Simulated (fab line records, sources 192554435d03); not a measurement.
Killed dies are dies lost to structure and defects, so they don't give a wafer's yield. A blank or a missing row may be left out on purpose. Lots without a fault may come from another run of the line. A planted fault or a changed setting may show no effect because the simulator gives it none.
fab line records | flow n5_finfet
record lots=7 wafers=21
route steps=1938 shown BEOL_M13@1696 BEOL_M14@1742 BEOL_M15@1801
start_h: hours from the record's first day to the start of the lot's first wafer shown | wait_h: hours since the lot's step before | " the same as in the row above | L1.1+2: a row that stands for several wafers | - no value, or no start given | * or withheld: withheld | < > ~ a bound
route shown NAME@n: a module of which the file shows steps, and the number in the route of the first | usual: mean/standard deviation of fault-free wafers | same: alike in all rows | chamber/n: place in a boat | sites: the reading at each site | _std_site: their standard deviation | _edge_site: outer sites' mean less inner sites' | radius_mm: how far each site lies from the wafer's centre | mask NAME#n: copy n | behind: the tool/chamber that last shaped the wafer | hold: why the lot was held/for how many hours/how that ended | device: the transistor (n, p or np) that didn't switch | end of line: the same wafers' tests at the end of the route | a step without rows: its recipe alone | killed: dies lost to structure and defects at the first sort, not the wafer's yield | map: a wafer's dies, x killed, . not, _ none there
set.NAME: the setting as run; set.NAME@STEP: as run at that earlier step | model.NAME: the simulator's own value behind a step, which no gauge read
lots whose settings were changed on purpose; a table a step, a row a wafer
## steps
# step N5_BEOL_M13_TRENCH_ETCH_34
# recipe chemistry=C4F8/O2/Ar target=SiOC target_depth_a=4134.7 mask_material=SOC pressure_mtorr=30 source_w=3000 bias_w=700 Ar_flow_sccm=400 C4F8_flow_sccm=15 O2_flow_sccm=8 he_inner_torr=15 he_outer_torr=30 time_s=162.6 ion_energy_ev=250
# columns lot.wafer tool chamber start_h wait_h set.time_s model.etch.depth_nm
L078.3 rie_diel-02 2 277.06 0.0 162.6 408.8
L078.4 " 1 " " 129.3 319.3
L078.6 " 0 " " 129.3 338
L085.2 rie_diel-01 1 313.22 0.0 162.6 412.7
L085.3 " 0 " " 162.6 400.1
L085.5 " 0 " " 162.6 398
L084.1 rie_diel-03 0 324.02 0.0 192.7 487.7
L084.3 " 3 " " 162.6 406.5
L084.5 " 3 " " 192.7 486.3
L087.1 rie_diel-02 1 344.54 0.0 162.6 404.1
L087.2 " 3 " " 162.6 419.6
L087.6 " 1 " " 162.6 405.7
L091.1 rie_diel-03 3 356.83 0.0 180.9 446
L091.3 " 1 " " 162.6 423.9
L091.5 " 3 " " 180.9 444.6
L096.1 rie_diel-01 3 372.65 0.0 162.6 410.6
L096.4 " 0 " " 178.6 439.8
L096.5 " 2 " " 162.6 402.2
L097.1 rie_diel-01 2 398.93 0.0 162.6 396.5
L097.2 " 3 " " 162.6 405.3
L097.4 " 1 " " 162.6 404.2
# step N5_BEOL_M13_STRIP_70
# recipe chemistry=C4F8/O2/Ar resist=SiARC rf_frequency_hz=6e+07
# step N5_BEOL_M13_OCD_MEAS_35
# usual trench_depth_nm=410/9.9
# columns lot.wafer tool chamber start_h wait_h set.time_s@BEOL_M13_TRENCH_ETCH_34 trench_depth_nm
L078.3 ocd-01 - 277.24 0.0 162.6 409
L078.4 " - " " 129.3 319
L078.6 " - " " 129.3 338
L085.2 ocd-01 - 313.40 0.0 162.6 413
L085.3 " - " " 162.6 400
L085.5 " - " " 162.6 398
L084.1 ocd-01 - 324.20 0.0 192.7 487
L084.3 " - " " 162.6 407
L084.5 " - " " 192.7 486
L087.1 ocd-02 - 344.72 0.0 162.6 404
L087.2 " - " " 162.6 420
L087.6 " - " " 162.6 406
L091.1 ocd-01 - 357.00 0.0 180.9 447
L091.3 " - " " 162.6 424
L091.5 " - " " 180.9 445
L096.1 ocd-01 - 372.82 0.0 162.6 410
L096.4 " - " " 178.6 440
L096.5 " - " " 162.6 402
L097.1 ocd-02 - 399.11 0.0 162.6 397
L097.2 " - " " 162.6 405
L097.4 " - " " 162.6 405
# step N5_BEOL_M13_SPUTTER_43
# recipe material=TaN target_thk_a=150 temp_c=50 bias_v=168.6 power_w=15000 chamber_pressure_pa=0.12 time_s=24.19
# columns lot.wafer tool chamber start_h wait_h set.time_s model.TaN_of_BEOL_M13_SPUTTER_43.thk_nm
L078.3 pvd_sputter-03 - 278.70 0.0 21.36 13.4
L078.4+6 " - " " 21.36 13.6
L085.2 pvd_sputter-02 - 314.90 0.0 24.19 15.2
L085.3 " - " " 21.39 13.6
L085.5 " - " " 21.39 13.4
L084.1 pvd_sputter-01 - 326.69 0.0 25.8 16
L084.3 " - " " 25.8 16.2
L084.5 " - " " 24.19 15
L087.1+6 pvd_sputter-01 - 345.27 0.0 24.19 15
L087.2 " - " " 24.19 15.2
L091.1 pvd_sputter-01 - 360.79 0.0 24.19 15.2
L091.3+5 " - " " 24.19 14.8
L096.1+5 pvd_sputter-03 - 374.03 0.0 24.19 15
L096.4 " - " " 24.19 15.4
L097.1 pvd_sputter-03 - 400.95 0.0 24.19 15.2
L097.2 " - " " 22.89 14.2
L097.4 " - " " 24.19 15.4
# step N5_BEOL_M13_SPUTTER_44
# recipe material=Ta target_thk_a=100 temp_c=50 bias_v=80 power_w=15000 chamber_pressure_pa=0.07 time_s=16.13
# step N5_BEOL_M13_SPUTTER_45
# recipe material=Cu target_thk_a=800 temp_c=-20 bias_v=60 power_w=26000 chamber_pressure_pa=0.13 time_s=13.33
# step N5_BEOL_M13_ECD_47
# recipe material=Cu target_thk_a=9360
# step N5_BEOL_M13_ANNEAL_48
# recipe temp_c=225 time_s=90 ambient=N2
# step N5_BEOL_M13_CMP_49
# recipe stop_on=SiOC t_overpolish_s=17.1 down_force_psi=1 platen_rpm=50 clearing_platen_down_force_psi=1.5 clearing_platen_rpm=50 post_cmp_clean=cu_alkaline target_thk_nm=420 clearing_platen_pad_velocity_m_s=0.99484 pad_velocity_m_s=0.99484
# columns lot.wafer tool chamber start_h wait_h set.time_s@BEOL_M13_TRENCH_ETCH_34 model.Cu_of_BEOL_M13_ECD_47.thk_nm
L078.4 cmp-01 0 279.47 0.2 129.3 325.2
L078.3 " 1 " " 162.6 415.2
L078.6 " 3 " " 129.3 344.2
L085.3 cmp-04 0 316.00 0.2 162.6 410.6
L085.2 " 1 " " 162.6 417.8
L085.5 " 0 " " 162.6 409.4
L084.3 cmp-01 1 327.45 0.2 162.6 411.4
L084.1 " 2 " " 192.7 492.2
L084.5 " 2 " " 192.7 490.6
L087.2 cmp-03 0 346.09 0.2 162.6 422.6
L087.1 " 3 " " 162.6 408.8
L087.6 " 0 " " 162.6 409.6
L091.1 cmp-04 3 361.56 0.3 180.9 451
L091.3 " 1 " " 162.6 429
L091.5 " 2 " " 180.9 448.6
L096.1 cmp-01 0 374.84 0.3 162.6 417.6
L096.4 " 1 " " 178.6 446.4
L096.5 " 2 " " 162.6 407.6
L097.2 cmp-03 1 401.69 0.2 162.6 412.4
L097.1 " 2 " " 162.6 403.4
L097.4 " 3 " " 162.6 411
# step N5_BEOL_M13_THK_MEAS_50
# recipe thk_meas_gauge=xrf reads=Cu_of_BEOL_M13_ECD_47
# usual M13_THK=416/11
# columns lot.wafer tool chamber start_h wait_h set.time_s@BEOL_M13_TRENCH_ETCH_34 M13_THK[nm]
L078.3 film_metro-01 - 279.73 - 162.6 414
L078.4 " - " " 129.3 324
L078.6 " - " " 129.3 343
L085.2 film_metro-02 - 316.30 - 162.6 422
L085.3 " - " " 162.6 413
L085.5 " - " " 162.6 412
L084.1 film_metro-02 - 327.74 - 192.7 499
L084.3 " - " " 162.6 416
L084.5 " - " " 192.7 498
L087.1 film_metro-01 - 346.39 - 162.6 404
L087.2 " - " " 162.6 415
L087.6 " - " " 162.6 405
L091.1 film_metro-01 - 361.82 - 180.9 445
L091.3 " - " " 162.6 424
L091.5 " - " " 180.9 444
L096.1 film_metro-01 - 375.06 - 162.6 414
L096.4 " - " " 178.6 441
L096.5 " - " " 162.6 405
L097.1 film_metro-01 - 401.98 - 162.6 399
L097.2 " - " " 162.6 408
L097.4 " - " " 162.6 408
# step N5_BEOL_M13_PRE_CLEAN_52
# recipe gas=NH3 time_s=15 temp_c=withheld rf_power_w=300
# step N5_BEOL_M13_DEP_53
# recipe material=SiCN target_thk_a=500 temp_c=withheld precursor=3MS/NH3 pressure_torr=3 rf_w=675 time_s=17.8
# step N5_BEOL_M13_RS_MEAS_54
# recipe thk_meas_gauge=four-point-probe reads=Cu_of_BEOL_M13_ECD_47+Ta_of_BEOL_M13_SPUTTER_44+TaN_of_BEOL_M13_SPUTTER_43
# usual M13_RS=0.0454/0.0011
# columns lot.wafer tool chamber start_h wait_h set.time_s@BEOL_M13_TRENCH_ETCH_34 M13_RS[ohm/sq]
L078.3 film_metro-01 - 279.86 0.1 162.6 0.0454
L078.4 " - " " 129.3 0.0587
L078.6 " - " " 129.3 0.0552
L085.2 film_metro-02 - 316.42 0.1 162.6 0.0453
L085.3 " - " " 162.6 0.0461
L085.5 " - " " 162.6 0.0462
L084.1 film_metro-02 - 327.87 0.0 192.7 0.0382
L084.3 " - " " 162.6 0.0460
L084.5 " - " " 192.7 0.0383
L087.1 film_metro-01 - 346.52 0.0 162.6 0.0461
L087.2 " - " " 162.6 0.0445
L087.6 " - " " 162.6 0.0461
L091.1 film_metro-02 - 361.95 0.0 180.9 0.0418
L091.3 " - " " 162.6 0.0440
L091.5 " - " " 180.9 0.0420
L096.1 film_metro-02 - 375.19 0.0 162.6 0.0452
L096.4 " - " " 178.6 0.0422
L096.5 " - " " 162.6 0.0464
L097.1 film_metro-01 - 402.11 0.0 162.6 0.0468
L097.2 " - " " 162.6 0.0457
L097.4 " - " " 162.6 0.0459
# step N5_BEOL_M14_EXPOSE_25
# recipe mask_id=M14 na=0.8 source_shape=annular sigma_inner=0.5 sigma_outer=0.8 polarization=unpolarized target_cd_nm=280 dose_mj=26.6
# columns lot.wafer tool chamber start_h wait_h mask set.dose_mj
L078.3+6 krf_scanner-01 0 281.36 - M14#0 26.6
L078.4 " 0 " " M14#0 25.83
L085.2+5 krf_scanner-02 0 317.94 - M14#0 26.6
L085.3 " 0 " " M14#0 24.81
L084.1+3 krf_scanner-02 0 329.43 - M14#0 26.6
L084.5 " 0 " " M14#0 27.58
L087.1+2+6 krf_scanner-01 0 347.89 - M14#0 26.6
L091.1+3 krf_scanner-01 0 363.19 - M14#0 24.62
L091.5 " 0 " " M14#0 26.6
L096.1 krf_scanner-01 0 376.87 - M14#0 27.7
L096.4+5 " 0 " " M14#0 26.6
L097.1+2 krf_scanner-02 0 403.35 - M14#0 27.54
L097.4 " 0 " " M14#0 26.6
# step N5_BEOL_M14_PEB_26
# recipe peb_temp_c=130 peb_time_s=90
# step N5_BEOL_M14_DEVELOP_27
# recipe develop_time_s=45 rinse_liquid=diw dry=air_spin dev_temp_c=21
# step N5_BEOL_M14_HARDBAKE_32
# recipe temp_c=130 time_s=120
# step N5_BEOL_M14_CD_MEAS_28
# recipe target_cd_nm=284.4 landing_energy_ev=500 detector=se_inlens
# usual cd_nm=285.3/2.2
# columns lot.wafer tool chamber start_h wait_h set.dose_mj@BEOL_M14_EXPOSE_25 cd_nm
L078.3 cd_sem-02 0 281.52 - 26.6 288.8
L078.4 " 0 " " 25.83 284.5
L078.6 " 0 " " 26.6 285.8
L085.2 cd_sem-02 0 318.11 - 26.6 282.6
L085.3 " 0 " " 24.81 272.5
L085.5 " 0 " " 26.6 283.4
L084.1 cd_sem-03 0 329.60 - 26.6 283.1
L084.3 " 0 " " 26.6 285.5
L084.5 " 0 " " 27.58 288.5
L087.1 cd_sem-01 0 348.06 - 26.6 284.7
L087.2 " 0 " " 26.6 284.9
L087.6 " 0 " " 26.6 286.5
L091.1 cd_sem-02 0 363.36 - 24.62 270.7
L091.3 " 0 " " 24.62 275.1
L091.5 " 0 " " 26.6 288.3
L096.1 cd_sem-01 0 377.04 - 27.7 293.0
L096.4 " 0 " " 26.6 285.3
L096.5 " 0 " " 26.6 283.0
L097.1 cd_sem-03 0 403.52 - 27.54 291.2
L097.2 " 0 " " 27.54 288.7
L097.4 " 0 " " 26.6 282.5
# step N5_BEOL_M14_DESCUM_33
# recipe chemistry=O2 time_s=7.9 source_power_w=50 bias_power_w=20 pressure_mtorr=20 rf_frequency_hz=2.712e+07 temp_c=40 o2_flow_sccm=225
# columns lot.wafer tool chamber start_h wait_h set.dose_mj@BEOL_M14_EXPOSE_25 model.BEOL_M14.cd_nm
L078.3 rie_diel-06 3 281.61 0.0 26.6 288.8
L078.4 " 1 " " 25.83 -
L078.6 " 3 " " 26.6 285.6
L085.2 rie_diel-05 1 318.39 0.2 26.6 282.6
L085.3 " 0 " " 24.81 272.6
L085.5 " 3 " " 26.6 283.6
L084.1 rie_diel-05 1 329.75 0.1 26.6 283.4
L084.3 " 0 " " 26.6 286
L084.5 " 0 " " 27.58 288.6
L087.1 rie_diel-04 3 348.43 0.3 26.6 284.6
L087.2 " 1 " " 26.6 285
L087.6 " 3 " " 26.6 286.2
L091.1 rie_diel-04 2 363.45 0.0 24.62 -
L091.3 " 1 " " 24.62 275.4
L091.5 " 1 " " 26.6 288.2
L096.1 rie_diel-05 0 377.65 0.6 27.7 293.6
L096.4 " 1 " " 26.6 285.2
L096.5 " 2 " " 26.6 283.4
L097.1 rie_diel-05 3 403.83 0.3 27.54 291.6
L097.2 " 1 " " 27.54 289
L097.4 " 2 " " 26.6 282.8
# step N5_BEOL_M14_ETCH_68
# recipe chemistry=N2/H2 target=SOC mask_material=SiARC source_w=3000 bias_w=350 temp_c=40 time_s=450 ion_energy_ev=200 pressure_mtorr=30 n2_flow_sccm=200 h2_flow_sccm=200
# columns lot.wafer tool chamber start_h wait_h set.time_s set.dose_mj@BEOL_M14_EXPOSE_25 model.BEOL_M14.cd_nm model.SiARC_of_BEOL_M14_COAT_66.thk_nm
L078.3 rie_diel-06 3 281.79 0.1 450 26.6 281.8 65
L078.4 " 1 " " 450 25.83 279 64.4
L078.6 " 3 " " 450 26.6 278.2 65.2
L085.2 rie_diel-05 1 318.57 0.1 407.2 26.6 280.4 69.6
L085.3 " 0 " " 407.2 24.81 268.2 70.8
L085.5 " 3 " " 450 26.6 278 65.2
L084.1 rie_diel-05 1 329.93 0.1 546.3 26.6 282 55.6
L084.3 " 0 " " 546.3 26.6 281.8 57.2
L084.5 " 0 " " 450 27.58 283.6 66.4
L087.1 rie_diel-04 3 348.61 0.1 450 26.6 279.4 64.8
L087.2 " 1 " " 450 26.6 280.6 65.4
L087.6 " 3 " " 450 26.6 281 65
L091.1 rie_diel-04 2 363.63 0.1 410.6 24.62 264.4 69.6
L091.3 " 1 " " 450 24.62 271 65.6
L091.5 " 1 " " 410.6 26.6 284.2 69.6
L096.1 rie_diel-05 0 377.83 0.1 450 27.7 291.8 66.8
L096.4 " 1 " " 450 26.6 284.4 65
L096.5 " 2 " " 450 26.6 279 66.6
L097.1 rie_diel-05 3 404.01 0.1 450 27.54 285.6 65.6
L097.2 " 1 " " 501.1 27.54 288.2 59.6
L097.4 " 2 " " 501.1 26.6 278 61.2
# step N5_BEOL_M14_STRIP_69
# recipe chemistry=N2/H2 temp_c=40 n2_flow_sccm=200 h2_flow_sccm=200 rf_frequency_hz=6e+07
# step N5_BEOL_M14_TRENCH_ETCH_34
# recipe chemistry=C4F8/O2/Ar target=SiO2 target_depth_a=5566.5 mask_material=SOC he_inner_torr=15 he_outer_torr=30 time_s=126.9 ion_energy_ev=800 pressure_mtorr=20 source_w=1905 bias_w=2040 Ar_flow_sccm=400 C4F8_flow_sccm=16 O2_flow_sccm=12
# columns lot.wafer tool chamber start_h wait_h set.dose_mj@BEOL_M14_EXPOSE_25 model.BEOL_M14.cd_nm
L078.3 rie_diel-06 3 282.06 0.0 26.6 281.6
L078.4 " 1 " " 25.83 279
L078.6 " 3 " " 26.6 278.2
L085.2 rie_diel-05 1 318.85 0.0 26.6 280.2
L085.3 " 0 " " 24.81 268.2
L085.5 " 3 " " 26.6 278
L084.1 rie_diel-05 1 330.21 0.0 26.6 282
L084.3 " 0 " " 26.6 282.4
L084.5 " 0 " " 27.58 284
L087.1 rie_diel-04 3 348.88 0.0 26.6 279
L087.2 " 1 " " 26.6 280
L087.6 " 3 " " 26.6 280.4
L091.1 rie_diel-04 2 363.91 0.0 24.62 264.4
L091.3 " 1 " " 24.62 271
L091.5 " 1 " " 26.6 284.2
L096.1 rie_diel-05 0 378.11 0.0 27.7 292
L096.4 " 1 " " 26.6 284.2
L096.5 " 2 " " 26.6 278.6
L097.1 rie_diel-05 3 404.28 0.0 27.54 285.6
L097.2 " 1 " " 27.54 287.6
L097.4 " 2 " " 26.6 277.6
# step N5_BEOL_M15_PEB_26
# recipe peb_temp_c=130 peb_time_s=90
# columns lot.wafer tool chamber start_h wait_h set.peb_time_s
L078.3+4+6 litho_track-05 0 286.52 0.0 90
L085.2 litho_track-02 0 324.53 0.0 105.7
L085.3+5 " 0 " " 90
L084.1+5 litho_track-01 0 338.76 0.1 90
L084.3 " 0 " " 72.14
L087.1+2+6 litho_track-01 0 353.70 0.1 90
L091.1+3 litho_track-05 0 369.87 0.1 80.07
L091.5 " 0 " " 90
L096.1+5 litho_track-02 0 387.82 0.1 106.1
L096.4 " 0 " " 90
L097.1+4 litho_track-05 0 408.85 0.1 90
L097.2 " 0 " " 75.4
# step N5_BEOL_M15_DEVELOP_27
# recipe develop_time_s=45 rinse_liquid=diw dry=air_spin dev_temp_c=21
# columns lot.wafer tool chamber start_h wait_h set.develop_time_s
L078.3+4 litho_track-05 0 - - 51.84
L078.6 " 0 " " 45
L085.2+5 litho_track-02 0 - - 39.35
L085.3 " 0 " " 45
L084.1+3 litho_track-01 0 - - 40.26
L084.5 " 0 " " 45
L087.1+2+6 litho_track-01 0 - - 45
L091.1+3+5 litho_track-05 0 - - 45
L096.1+5 litho_track-02 0 - - 35.3
L096.4 " 0 " " 45
L097.1+2+4 litho_track-05 0 - - 45
# step N5_BEOL_M15_HARDBAKE_32
# recipe temp_c=130 time_s=120
# step N5_BEOL_M15_CD_MEAS_28
# recipe target_cd_nm=407.6 landing_energy_ev=500 detector=se_inlens
# usual cd_nm=408.8/2.3
# columns lot.wafer tool chamber start_h wait_h set.peb_time_s@BEOL_M15_PEB_26 cd_nm
L078.3 cd_sem-03 0 286.64 - 90 410.1
L078.4 " 0 " " 90 407.8
L078.6 " 0 " " 90 408.5
L085.2 cd_sem-02 0 324.65 - 105.7 413.2
L085.3 " 0 " " 90 407.8
L085.5 " 0 " " 90 408.7
L084.1 cd_sem-02 0 338.88 - 90 409.2
L084.3 " 0 " " 72.14 400.8
L084.5 " 0 " " 90 411.6
L087.1 cd_sem-03 0 353.82 - 90 406.6
L087.2 " 0 " " 90 410.2
L087.6 " 0 " " 90 409.6
L091.1 cd_sem-03 0 369.99 - 80.07 402.9
L091.3 " 0 " " 80.07 404.7
L091.5 " 0 " " 90 409.8
L096.1 cd_sem-03 0 387.94 - 106.1 415.1
L096.4 " 0 " " 90 409.0
L096.5 " 0 " " 106.1 414.7
L097.1 cd_sem-03 0 408.96 - 90 405.7
L097.2 " 0 " " 75.4 400.8
L097.4 " 0 " " 90 409.7
# step N5_BEOL_M15_DESCUM_33
# recipe chemistry=O2 time_s=7.9 source_power_w=50 bias_power_w=20 pressure_mtorr=20 rf_frequency_hz=2.712e+07 temp_c=40 o2_flow_sccm=225
# columns lot.wafer tool chamber start_h wait_h set.peb_time_s@BEOL_M15_PEB_26 model.BEOL_M15.cd_nm
L078.3 rie_diel-03 3 286.72 0.0 90 410.4
L078.4 " 2 " " 90 407.6
L078.6 " 1 " " 90 407.8
L085.2 rie_diel-03 1 324.74 0.0 105.7 413.6
L085.3 " 0 " " 90 408
L085.5 " 1 " " 90 408.8
L084.1 rie_diel-03 3 338.96 0.0 90 409.6
L084.3 " 2 " " 72.14 401
L084.5 " 0 " " 90 412
L087.1 rie_diel-01 0 353.91 0.0 90 406.8
L087.2 " 2 " " 90 410
L087.6 " 0 " " 90 409.2
L091.1 rie_diel-01 3 370.93 0.9 80.07 402.6
L091.3 " 2 " " 80.07 404.8
L091.5 " 2 " " 90 409.8
L096.1 rie_diel-02 1 388.03 0.0 106.1 415
L096.4 " 3 " " 90 409
L096.5 " 3 " " 106.1 414.6
L097.1 rie_diel-03 0 409.31 0.3 90 405.8
L097.2 " 3 " " 75.4 401
L097.4 " 2 " " 90 410
# step N5_BEOL_M15_ETCH_61
# recipe chemistry=N2/H2 target=BARC target_depth_a=890 overetch_a=267 time_s=67.9 ion_energy_ev=200 pressure_mtorr=30 source_w=840 bias_w=150 n2_flow_sccm=200 h2_flow_sccm=200
# step N5_BEOL_M15_TRENCH_ETCH_34
# recipe chemistry=C4F8/O2/Ar target=SiO2 target_depth_a=8729.3 he_inner_torr=15 he_outer_torr=30 time_s=199 ion_energy_ev=800 pressure_mtorr=20 source_w=1905 bias_w=2040 Ar_flow_sccm=400 C4F8_flow_sccm=16 O2_flow_sccm=12
# columns lot.wafer tool chamber start_h wait_h set.peb_time_s@BEOL_M15_PEB_26 model.BEOL_M15.cd_nm
L078.3 rie_diel-03 3 286.81 0.0 90 401.4
L078.4 " 2 " " 90 400.4
L078.6 " 1 " " 90 400.6
L085.2 rie_diel-03 1 324.82 0.0 105.7 405.8
L085.3 " 0 " " 90 399.4
L085.5 " 1 " " 90 401.2
L084.1 rie_diel-03 3 339.05 0.0 90 399.8
L084.3 " 2 " " 72.14 394.4
L084.5 " 0 " " 90 402.4
L087.1 rie_diel-01 0 353.99 0.0 90 399.8
L087.2 " 2 " " 90 402.6
L087.6 " 0 " " 90 401.6
L091.1 rie_diel-01 3 371.02 0.0 80.07 396.4
L091.3 " 2 " " 80.07 397.4
L091.5 " 2 " " 90 402
L096.1 rie_diel-02 1 388.11 0.0 106.1 406
L096.4 " 3 " " 90 403
L096.5 " 3 " " 106.1 409.2
L097.1 rie_diel-03 0 409.40 0.0 90 398.2
L097.2 " 3 " " 75.4 391.6
L097.4 " 2 " " 90 403.8
## key
split step=N5_BEOL_M13_TRENCH_ETCH_34 setting=time_s stated=162.6 by=wafer
response step=N5_BEOL_M13_TRENCH_ETCH_34 reading=model.etch.depth_nm change=+3.76 per=1% r=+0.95
response step=N5_BEOL_M13_OCD_MEAS_35 reading=trench_depth_nm change=+3.77 per=1% r=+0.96
response step=N5_BEOL_M13_CMP_49 reading=model.Cu_of_BEOL_M13_ECD_47.thk_nm change=+3.75 per=1% r=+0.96
response step=N5_BEOL_M13_THK_MEAS_50 reading=M13_THK change=+3.79 per=1% r=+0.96
response step=N5_BEOL_M13_RS_MEAS_54 reading=M13_RS change=-0.000445 per=1% r=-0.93
split step=N5_BEOL_M13_SPUTTER_43 setting=time_s stated=24.19 by=wafer
response step=N5_BEOL_M13_SPUTTER_43 reading=model.TaN_of_BEOL_M13_SPUTTER_43.thk_nm change=+0.159 per=1% r=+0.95
split step=N5_BEOL_M14_EXPOSE_25 setting=dose_mj stated=26.6 by=wafer
response step=N5_BEOL_M14_CD_MEAS_28 reading=cd_nm change=+1.78 per=1% r=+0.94
response step=N5_BEOL_M14_DESCUM_33 reading=model.BEOL_M14.cd_nm change=+1.7 per=1% r=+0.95
response step=N5_BEOL_M14_ETCH_68 reading=model.BEOL_M14.cd_nm change=+1.83 per=1% r=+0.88
response step=N5_BEOL_M14_TRENCH_ETCH_34 reading=model.BEOL_M14.cd_nm change=+1.85 per=1% r=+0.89
split step=N5_BEOL_M14_ETCH_68 setting=time_s stated=450 by=wafer
response step=N5_BEOL_M14_ETCH_68 reading=model.SiARC_of_BEOL_M14_COAT_66.thk_nm change=-0.472 per=1% r=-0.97
split step=N5_BEOL_M15_PEB_26 setting=peb_time_s stated=90 by=wafer
response step=N5_BEOL_M15_CD_MEAS_28 reading=cd_nm change=+0.4 per=1% r=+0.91
response step=N5_BEOL_M15_DESCUM_33 reading=model.BEOL_M15.cd_nm change=+0.405 per=1% r=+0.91
response step=N5_BEOL_M15_TRENCH_ETCH_34 reading=model.BEOL_M15.cd_nm change=+0.371 per=1% r=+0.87
split step=N5_BEOL_M15_DEVELOP_27 setting=develop_time_s stated=45 by=wafer
response none clear
